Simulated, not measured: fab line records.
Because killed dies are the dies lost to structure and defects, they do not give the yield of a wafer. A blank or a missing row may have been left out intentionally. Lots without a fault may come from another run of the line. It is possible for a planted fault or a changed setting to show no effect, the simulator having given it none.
Chamber matching || flow n5 finfet || N5_BEOL_M7_STRIP_67 on rie diel-06: 4 sister chambers
The step strips in CF4. 8 wafers are shown with their chamber, then 8 later ones without.

## WAFERS PAIRED WITH THEIR CHAMBERS
{"wafer": "L080.6", "chamber": 1, "showerhead plenum p Torr (Torr)": 1.74, "throttle valve pct (%)": 13.76}
{"wafer": "L083.2", "chamber": 0, "showerhead plenum p Torr (Torr)": 1.76, "throttle valve pct (%)": 13.31}
{"wafer": "L083.3", "chamber": 3, "showerhead plenum p Torr (Torr)": 1.73, "throttle valve pct (%)": 13.58}
{"wafer": "L083.4", "chamber": 2, "showerhead plenum p Torr (Torr)": 1.92, "throttle valve pct (%)": 13.40}
{"wafer": "L085.3", "chamber": 2, "showerhead plenum p Torr (Torr)": 1.92, "throttle valve pct (%)": 13.42}
{"wafer": "L085.4", "chamber": 3, "showerhead plenum p Torr (Torr)": 1.73, "throttle valve pct (%)": 13.60}
{"wafer": "L085.5", "chamber": 1, "showerhead plenum p Torr (Torr)": 1.74, "throttle valve pct (%)": 13.78}
{"wafer": "L089.1", "chamber": 0, "showerhead plenum p Torr (Torr)": 1.75, "throttle valve pct (%)": 13.34}

## WAFERS WITH NO CHAMBER GIVEN
{"wafer": "L089.2", "showerhead plenum p Torr (Torr)": 1.74, "throttle valve pct (%)": 13.80}
{"wafer": "L089.6", "showerhead plenum p Torr (Torr)": 1.91, "throttle valve pct (%)": 13.44}
{"wafer": "L092.1", "showerhead plenum p Torr (Torr)": 1.75, "throttle valve pct (%)": 13.35}
{"wafer": "L092.3", "showerhead plenum p Torr (Torr)": 1.73, "throttle valve pct (%)": 13.82}
{"wafer": "L092.4", "showerhead plenum p Torr (Torr)": 1.91, "throttle valve pct (%)": 13.45}
{"wafer": "L094.1", "showerhead plenum p Torr (Torr)": 1.91, "throttle valve pct (%)": 13.47}
{"wafer": "L094.3", "showerhead plenum p Torr (Torr)": 1.73, "throttle valve pct (%)": 13.84}
{"wafer": "L094.5", "showerhead plenum p Torr (Torr)": 1.73, "throttle valve pct (%)": 13.83}

## WHICH CHAMBER EACH WENT THROUGH
{"wafer": "L089.2", "from the rows above": 1, "in truth": 1}
{"wafer": "L089.6", "from the rows above": 2, "in truth": 2}
{"wafer": "L092.1", "from the rows above": 0, "in truth": 0}
{"wafer": "L092.3", "from the rows above": 1, "in truth": 1}
{"wafer": "L092.4", "from the rows above": 2, "in truth": 2}
{"wafer": "L094.1", "from the rows above": 2, "in truth": 2}
{"wafer": "L094.3", "from the rows above": 1, "in truth": 1}
{"wafer": "L094.5", "from the rows above": 1, "in truth": 1}
Correctly placed: 8 of 8. Not placeable from these rows: 0. Placed wrongly: 0.
How it was worked out, from the rows above alone: a wafer's distance from a chamber is the root of the sum, over the readings, of the square of ((its reading less the chamber's mean) divided by the reading's scatter). The wafer belongs to the nearest chamber; if the next one is less than 2 further off, it can't be placed. For every chamber, the mean is computed from those of its wafers that are shown. The scatter: take each reading less its chamber's mean, square it, sum over the shown wafers, divide by the number of wafers less the number of chambers, and take the root.
